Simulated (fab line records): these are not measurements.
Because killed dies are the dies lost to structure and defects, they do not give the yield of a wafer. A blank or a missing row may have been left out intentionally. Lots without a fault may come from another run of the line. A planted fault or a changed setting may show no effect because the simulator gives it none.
Lot-split experiment -- flow n5_finfet -- 21 wafers read across 7 lots, on a route 1938 steps long

THE SPLIT ITSELF
At N5_BEOL_M4_COAT_68 (time 60 s, resist thk 12 nm), the setting spin_rpm was moved away from the recipe's 1500 rpm on 8 of the 21 wafers read, by -9.7% to +9.5%. All remaining wafers had this setting at the recipe value.

FROM THE SPLIT TO THE READING: what the file shows between them, 4 steps
- N5_BEOL_M4_COAT_76: time 60 s, resist thk 5 nm
- N5_BEOL_M4_COAT_22: resist thk 30 nm
- N5_BEOL_M4_DESCUM_33: chemistry O2, time 7 s
- N5_BEOL_M4_ETCH_77: etches underlayer in N2/H2, target depth 6.5 nm, time 5.2 s

THE READING
etch.depth_nm (the simulator's own value, which no gauge read), in nm, at N5_BEOL_M4_ETCH_69 (etches SiARC in CF4, target depth 15.6 nm, time 26 s). The file gives no usual value for it. Here, 13 wafers ran the recipe; their average is 12.02 nm with a standard deviation of 0.032 nm.

wafer,"tool, chamber at the split","spin_rpm as run, rpm",against the recipe,"etch.depth_nm, nm",against lot-mates on the recipe
L075.2,"litho_track-04, 0",1582,+5.5%,11.67,-0.30
L075.4,"litho_track-04, 0",1500,recipe,11.97,-
L075.6,"litho_track-04, 0",1582,+5.5%,11.64,-0.33
L077.3,"litho_track-02, 0",1413,-5.8%,12.37,+0.39
L077.5,"litho_track-02, 0",1500,recipe,11.99,-
L077.6,"litho_track-02, 0",1500,recipe,11.97,-
L078.2,"litho_track-04, 0",1500,recipe,12.08,-
L078.4,"litho_track-04, 0",1500,recipe,12.05,-
L078.6,"litho_track-04, 0",1500,recipe,12.05,-
L079.2,"litho_track-02, 0",1642,+9.5%,11.45,-0.60
L079.4,"litho_track-02, 0",1500,recipe,12.05,-
L079.6,"litho_track-02, 0",1642,+9.5%,11.46,-0.59
L086.1,"litho_track-04, 0",1500,recipe,12.01,-
L086.6,"litho_track-04, 0",1500,recipe,12.01,-
L086.2,"litho_track-04, 0",1354,-9.7%,12.65,+0.64
L087.2,"litho_track-02, 0",1581,+5.4%,11.71,-0.32
L087.3,"litho_track-02, 0",1581,+5.4%,11.71,-0.32
L087.6,"litho_track-02, 0",1500,recipe,12.03,-
L089.2,"litho_track-04, 0",1500,recipe,12.02,-
L089.5,"litho_track-04, 0",1500,recipe,11.99,-
L089.6,"litho_track-04, 0",1500,recipe,12.01,-

THE FIT
A straight line over all 21 wafers: etch.depth_nm changes by -0.0616 nm for each +1% of spin_rpm; r = -0.99; the points scatter about the line by 0.031 nm.
The same after taking each lot's own level away (the mean of its wafers on the recipe; 21 wafers): -0.0631 nm for each +1%; r = -1.00; scatter 0.015 nm.
On that fit, the largest move of spin_rpm shifts the reading by 0.61 nm.
Measured against the standard deviation above, the lots' own levels, which go from 11.970 to 12.060 nm, span 2.8 times it.
The two slopes agree, so the slope changes little with the lot-to-lot level.
Check: +0.611 nm against its lot-mates is what the line predicts for one of the wafers moved furthest among these (-9.7%) when that wafer is left out of the fit. It came out at +0.64 nm against them.

THESE WAFERS: OTHER SPLITS
Other splits were also applied to these wafers ahead of the reading. Each is held against what the fit with the lots' levels taken away leaves over:
other split on the same wafers,wafers away from the commonest value,r with etch.depth_nm (lot level and that fit taken away)
N5_MOL_CONTACT_COAG_EXPOSE_37 dose_mj,8,-0.12
N5_BEOL_M0_CUTY_COAT_50 spin_rpm,7,+0.19
N5_BEOL_M0_CUTY_COAT_51 spin_rpm,9,+0.11
N5_BEOL_M0_CUTY_DESCUM_61 time_s,8,+0.16
N5_BEOL_M2_ILD_DEP_00 time_s,7,-0.40
N5_BEOL_M4_ETCH_64 time_s,6,-0.05

THE WHOLE CHAIN: every reading that the file lists as answering this split, in the file's order
step,what it does,reading,change (the file's fit),r (the file's)
N5_BEOL_M4_COAT_68,"time 60 s, resist thk 12 nm","SiARC_of_BEOL_M4_COAT_68.thk_nm (the simulator's own value, which no gauge read)",-0.0617 nm for each +1% of the setting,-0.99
N5_BEOL_M4_ETCH_69,"etches SiARC in CF4, target depth 15.6 nm, time 26 s","etch.depth_nm (the simulator's own value, which no gauge read)",-0.0634 nm for each +1% of the setting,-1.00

THE FILE'S OWN FIT
etch.depth_nm changes by -0.0634 nm for each +1% of spin_rpm, r = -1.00.
